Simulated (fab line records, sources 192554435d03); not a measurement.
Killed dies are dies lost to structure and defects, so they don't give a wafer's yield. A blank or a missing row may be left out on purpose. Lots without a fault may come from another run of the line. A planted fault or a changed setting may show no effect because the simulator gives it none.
Chamber matching | flow n5_finfet | N5_BEOL_M9_ETCH_65 on rie_diel-03: 4 sister chambers
The step etches SiARC in CF4, target depth 15.6 nm, time 26 s. 14 wafers are shown with their chamber, then 7 later ones without.

WAFERS WITH THEIR CHAMBER
wafer  | chamber | showerhead_plenum_p_Torr (Torr) | drypump_motor_current_A (A) | throttle_valve_pct (%)
L074.2 | 3       | 2.19                            | 5.7                         | 15.42
L074.4 | 0       | 2.05                            | 5.5                         | 15.91
L074.6 | 1       | 2.19                            | 5.2                         | 15.59
L078.1 | 1       | 2.19                            | 5.2                         | 15.58
L078.2 | 0       | 2.05                            | 5.4                         | 15.93
L078.6 | 1       | 2.19                            | 5.2                         | 15.59
L093.3 | 2       | 2.11                            | 5.7                         | 15.65
L093.4 | 2       | 2.11                            | 5.7                         | 15.65
L093.6 | 0       | 2.04                            | 5.5                         | 16.00
L096.1 | 0       | 2.04                            | 5.5                         | 16.02
L096.5 | 3       | 2.18                            | 5.6                         | 15.51
L096.6 | 0       | 2.04                            | 5.4                         | 16.02
L090.2 | 3       | 2.18                            | 5.7                         | 15.54
L090.4 | 3       | 2.18                            | 5.7                         | 15.54

SIGNATURES (means of the wafers above)
reading                  | chamber 0 | chamber 1 | chamber 2 | chamber 3 | scatter within a chamber
showerhead_plenum_p_Torr | 2.0440    | 2.1900    | 2.1100    | 2.1825    | 0.00442
drypump_motor_current_A  | 5.460     | 5.200     | 5.700     | 5.675     | 0.0442
throttle_valve_pct       | 15.9760   | 15.5867   | 15.6500   | 15.5025   | 0.0455
Rule: a wafer's distance from a chamber is the root of the sum, over the readings, of the square of ((its reading less the chamber's mean) divided by the reading's scatter). The wafer belongs to the nearest chamber; if the next one is less than 2 further off, it can't be placed. The scatter: the root of (the sum of the squares of (reading less its chamber's mean) over the shown wafers, divided by (wafers less chambers)).

WAFERS WITHOUT THEIR CHAMBER
wafer  | showerhead_plenum_p_Torr (Torr) | drypump_motor_current_A (A) | throttle_valve_pct (%)
L090.5 | 2.04                            | 5.5                         | 16.01
L097.4 | 2.11                            | 5.7                         | 15.67
L097.5 | 2.03                            | 5.5                         | 16.03
L097.6 | 2.18                            | 5.7                         | 15.55
L092.1 | 2.03                            | 5.5                         | 16.01
L092.3 | 2.11                            | 5.7                         | 15.66
L092.5 | 2.18                            | 5.6                         | 15.53

WHICH CHAMBER EACH WENT THROUGH
wafer  | from the rows above | in truth
L090.5 | 0                   | 0
L097.4 | 2                   | 2
L097.5 | 0                   | 0
L097.6 | 3                   | 3
L092.1 | 0                   | 0
L092.3 | 2                   | 2
L092.5 | 3                   | 3
Placed correctly: 7 of 7. Can't be placed from these rows: 0. Placed wrongly: 0.
